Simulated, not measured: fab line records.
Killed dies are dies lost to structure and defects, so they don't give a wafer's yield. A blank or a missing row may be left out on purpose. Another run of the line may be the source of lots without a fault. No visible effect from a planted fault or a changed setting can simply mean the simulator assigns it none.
Chamber matching || flow n5_finfet || ald_hk-01 running N5_HKMG_FIN_HK_ALD_01: 4 sister chambers
The step deposits HfO2, target thk 1.6 nm, pulse time 3 s, purge time 3 s. 14 wafers are shown with their chamber, then 7 later ones without.

## WAFERS PAIRED WITH THEIR CHAMBERS
{"wafer": "L074.1", "chamber": 1, "precursor_pulse_height_rel": 0.984}
{"wafer": "L074.2", "chamber": 0, "precursor_pulse_height_rel": 1.000}
{"wafer": "L074.6", "chamber": 3, "precursor_pulse_height_rel": 0.997}
{"wafer": "L075.2", "chamber": 1, "precursor_pulse_height_rel": 1.024}
{"wafer": "L075.3", "chamber": 3, "precursor_pulse_height_rel": 1.003}
{"wafer": "L075.5", "chamber": 1, "precursor_pulse_height_rel": 1.001}
{"wafer": "L083.1", "chamber": 1, "precursor_pulse_height_rel": 1.000}
{"wafer": "L083.4", "chamber": 2, "precursor_pulse_height_rel": 0.956}
{"wafer": "L083.5", "chamber": 0, "precursor_pulse_height_rel": 1.010}
{"wafer": "L088.1", "chamber": 1, "precursor_pulse_height_rel": 1.008}
{"wafer": "L088.3", "chamber": 3, "precursor_pulse_height_rel": 0.997}
{"wafer": "L088.5", "chamber": 3, "precursor_pulse_height_rel": 0.984}
{"wafer": "L090.1", "chamber": 0, "precursor_pulse_height_rel": 1.004}
{"wafer": "L090.2", "chamber": 2, "precursor_pulse_height_rel": 1.034}

SIGNATURES, as means of the wafers listed above
{"reading": "precursor_pulse_height_rel", "chamber 0": 1.00467, "chamber 1": 1.00340, "chamber 2": 0.99500, "chamber 3": 0.99525, "scatter within a chamber": 0.0203}
Rule: for each reading, subtract the chamber's mean from the wafer's reading, divide by that reading's scatter and square the result; add these up over the readings and take the root, which gives the wafer's distance from the chamber. If the next closest chamber is less than 2 further off than the closest, the wafer can't be placed; otherwise it belongs to the closest. The scatter is the square root of a quotient: the sum, over the shown wafers, of each reading's squared deviation from its chamber's mean, divided by wafers minus chambers.

## WAFERS MISSING THEIR CHAMBER
{"wafer": "L090.4", "precursor_pulse_height_rel": 0.993}
{"wafer": "L091.2", "precursor_pulse_height_rel": 1.015}
{"wafer": "L091.4", "precursor_pulse_height_rel": 1.020}
{"wafer": "L091.5", "precursor_pulse_height_rel": 1.003}
{"wafer": "L092.1", "precursor_pulse_height_rel": 1.020}
{"wafer": "L092.2", "precursor_pulse_height_rel": 0.978}
{"wafer": "L092.3", "precursor_pulse_height_rel": 0.970}

## EACH ONE'S CHAMBER
{"wafer": "L090.4", "from the rows above": "can't be placed: 2 or 3 or 1 or 0", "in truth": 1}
{"wafer": "L091.2", "from the rows above": "can't be placed: 0 or 1 or 3 or 2", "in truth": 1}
{"wafer": "L091.4", "from the rows above": "can't be placed: 0 or 1 or 3 or 2", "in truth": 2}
{"wafer": "L091.5", "from the rows above": "can't be placed: 1 or 0 or 3 or 2", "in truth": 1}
{"wafer": "L092.1", "from the rows above": "can't be placed: 0 or 1 or 3 or 2", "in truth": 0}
{"wafer": "L092.2", "from the rows above": "can't be placed: 2 or 3 or 1 or 0", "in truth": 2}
{"wafer": "L092.3", "from the rows above": "can't be placed: 2 or 3 or 1 or 0", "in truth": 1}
Correctly placed: 0 of 7. Cannot be placed on the basis of these rows: 7; the candidates contain the true chamber in 7. Placed wrongly: 0.
